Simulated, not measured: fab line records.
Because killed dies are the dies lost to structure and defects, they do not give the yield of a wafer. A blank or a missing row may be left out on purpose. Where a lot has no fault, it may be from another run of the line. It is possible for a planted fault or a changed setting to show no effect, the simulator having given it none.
Chamber matching :: flow n5Finfet :: 4 sister chambers for N5_BEOL_M4_ALD_98 on aldSin-01
The step deposits SiO2, target thk 2.5 nm, pulse time 1 s, co reactant pulse time 1 s. 4 wafers are shown with their chamber, then 10 later ones without.

## WAFERS, EACH WITH ITS CHAMBER
wafer: L082.5
chamber: 2
heaterPowerW (W): 81

wafer: L087.5
chamber: 1
heaterPowerW (W): 64

wafer: L089.1
chamber: 0
heaterPowerW (W): 72

wafer: L089.2
chamber: 3
heaterPowerW (W): 76

## WAFERS WHOSE CHAMBER IS MISSING
wafer: L089.3
heaterPowerW (W): 66

wafer: L089.4
heaterPowerW (W): 82

wafer: L089.5
heaterPowerW (W): 72

wafer: L089.6
heaterPowerW (W): 63

wafer: L094.1
heaterPowerW (W): 74

wafer: L094.2
heaterPowerW (W): 63

wafer: L094.3
heaterPowerW (W): 80

wafer: L094.4
heaterPowerW (W): 74

wafer: L094.5
heaterPowerW (W): 75

wafer: L094.6
heaterPowerW (W): 75

## THE CHAMBER EACH PASSED THROUGH
wafer: L089.3
from the rows above: 1
in truth: 1

wafer: L089.4
from the rows above: 2
in truth: 2

wafer: L089.5
from the rows above: 0
in truth: 0

wafer: L089.6
from the rows above: 1
in truth: 1

wafer: L094.1
from the rows above: can't be placed: 0 or 3
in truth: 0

wafer: L094.2
from the rows above: 1
in truth: 1

wafer: L094.3
from the rows above: 2
in truth: 2

wafer: L094.4
from the rows above: can't be placed: 0 or 3
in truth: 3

wafer: L094.5
from the rows above: can't be placed: 3 or 0
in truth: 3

wafer: L094.6
from the rows above: can't be placed: 3 or 0
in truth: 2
Placed correctly: 6 of 10. Not placeable from these rows: 4 (in 3, the candidates include the true chamber). 0 placed wrongly.
How it was worked out, from the rows above alone: a wafer's distance from a chamber is the root of the sum, over the readings, of the square of ((its reading less the chamber's mean) divided by the reading's scatter). The wafer belongs to the nearest chamber; if the next one is less than 2 further off, it can't be placed. Each chamber's mean is taken over the wafers shown for it. The scatter (one wafer shown for each chamber): square how far every hidden wafer sits from the nearest shown wafer, average those squares and take the square root.
